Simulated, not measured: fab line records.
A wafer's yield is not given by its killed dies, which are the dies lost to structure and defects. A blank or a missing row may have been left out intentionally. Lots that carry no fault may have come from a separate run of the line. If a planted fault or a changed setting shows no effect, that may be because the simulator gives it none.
Matching of chambers + flow n5Finfet + N5_BEOL_M9_ALD_74 on aldMetal-04 has 3 sister chambers
The step deposits TaN, target thk 2 nm, pulse time 2 s, purge time 3 s. 3 wafers are shown with their chamber, then 6 later ones without.

== WAFERS WITH THEIR CHAMBER ==
| wafer  | chamber | heaterPowerW (W) |
|--------|---------|------------------|
| L090.1 | 3       | 413              |
| L091.1 | 2       | 356              |
| L091.4 | 0       | 386              |

== WAFERS WITH NO CHAMBER GIVEN ==
| wafer  | heaterPowerW (W) |
|--------|------------------|
| L091.6 | 369              |
| L094.1 | 379              |
| L094.4 | 381              |
| L094.6 | 362              |
| L093.3 | 409              |
| L093.4 | 354              |

== CHAMBER TAKEN BY EACH ==
| wafer  | from the rows above     | in truth |
|--------|-------------------------|----------|
| L091.6 | can't be placed: 2 or 0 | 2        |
| L094.1 | 0                       | 0        |
| L094.4 | 0                       | 0        |
| L094.6 | 2                       | 2        |
| L093.3 | 3                       | 3        |
| L093.4 | 2                       | 2        |
5 of 6 placed correctly. Cannot be placed on the basis of these rows: 1; the candidates contain the true chamber in 1. Wrongly placed: 0.
How it was worked out, from the rows above alone: a wafer's distance from a chamber is the root of the sum, over the readings, of the square of ((its reading less the chamber's mean) divided by the reading's scatter). If the next closest chamber is less than 2 further off than the closest, the wafer can't be placed; otherwise it belongs to the closest. Each chamber's mean is taken over the wafers shown for it. The scatter: with one shown wafer a chamber, the root of the mean of the squares of how far each hidden wafer lies from its nearest shown one.
